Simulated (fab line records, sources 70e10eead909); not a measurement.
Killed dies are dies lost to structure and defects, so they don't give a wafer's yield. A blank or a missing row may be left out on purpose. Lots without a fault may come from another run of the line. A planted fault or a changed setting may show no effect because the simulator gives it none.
A struck lot beside a sound one | flow nand_harc | 19 steps out of a route of 1302
Sound: wafers L896.2, L896.4, L896.5. Struck: wafers L905.1, L905.3, L905.5. The cause comes at the end.
At each step with rows: each side's tool, then ch and its chambers, then its first start. Under that, the readings that differ: sound wafers | struck wafers | difference of the means | sigmas: that difference in standard deviations of wafers without a fault.
alike: readings whose means differ by less than 2 such deviations, and words and numbers that are the same on both sides. not compared: withheld readings, readings that some wafer has no value for, bounds like >300 that may hide the same value, and numbers for which the record gives no deviation and whose values overlap.
The two part at a step that has a row with sigmas, a row that says differs or no value, or rows on one side only. Numbers that don't overlap but have no deviation are shown without sigmas and don't part them. A reading that every wafer of one side lacks parts them only if that side has two wafers or more.

NHARC_P_ZERO_WELL_INSPECT_43:
  sound on defect_inspect-01, day 2 03:26; struck on defect_inspect-01, day 5 21:41
  alike: raw_defect_count
then, 11 steps without rows for these wafers: NHARC_P_STI_ETCH_26 (etches SiO2 in dHF, target depth 11 nm); NHARC_P_STI_PRECLEAN_27 (cleans in SC1); NHARC_P_STI_SRD_28; NHARC_P_STI_OXIDE_29 (material SiO2, target thk 10 nm, ox time 1362 s); NHARC_P_STI_HM_DEP_30 (deposits Si3N4, target thk 80 nm, time 873 s); NHARC_P_STI_DEHYDRATE_01 (time 120 s); NHARC_P_STI_HMDS_02 (time 30 s); NHARC_P_STI_COAT_41 (time 65 s); NHARC_P_STI_COAT_03 (resist thk 600 nm); NHARC_P_STI_SOFTBAKE_04 (time 70 s); NHARC_P_STI_EBR_05.
NHARC_P_STI_EXPOSE_06: exposes mask P STI, target cd 200 nm.
  sound on krf_scanner-01 ch 0, day 2 21:56; struck on krf_scanner-03 ch 0, day 6 12:57
  reading                       | sound             | struck            | difference | sigmas
  model.P_STI.overlay_x_nm (nm) | -2.22 -2.22 -2.22 | 14.42 14.42 14.42 | +16.64     |
  alike: mask, stage_vel_mm_s
then, 2 steps without rows for these wafers: NHARC_P_STI_PEB_07 (peb time 80 s); NHARC_P_STI_DEVELOP_08 (time 50 s).
NHARC_P_STI_CD_MEAS_09: target cd 200 nm.
  sound on cd_sem-02 ch 0, day 2 22:05; struck on cd_sem-02 ch 0, day 6 13:06
  alike: cd_nm
NHARC_P_STI_OVL_MEAS_10:
  sound on overlay-02, day 2 22:10; struck on overlay-01, day 6 13:11
  reading           | sound    | struck   | difference | sigmas
  overlay_x_nm (nm) | -2 -3 -2 | 15 15 14 | +17        | +3
  alike: overlay_y_nm
NHARC_P_STI_INSPECT_11:
  sound on defect_inspect-02, day 2 22:13; struck on defect_inspect-02, day 6 13:14
  reading          | sound    | struck | difference | sigmas
  raw_defect_count | 15 12 11 | 8 5 3  | -7         | -2
then, 1 step without rows for these wafers: NHARC_END_SORT_01.

WHERE THEY PART
First at NHARC_P_STI_OVL_MEAS_10; last, within this record, at NHARC_P_STI_INSPECT_11.

WHY: what the simulator had put in
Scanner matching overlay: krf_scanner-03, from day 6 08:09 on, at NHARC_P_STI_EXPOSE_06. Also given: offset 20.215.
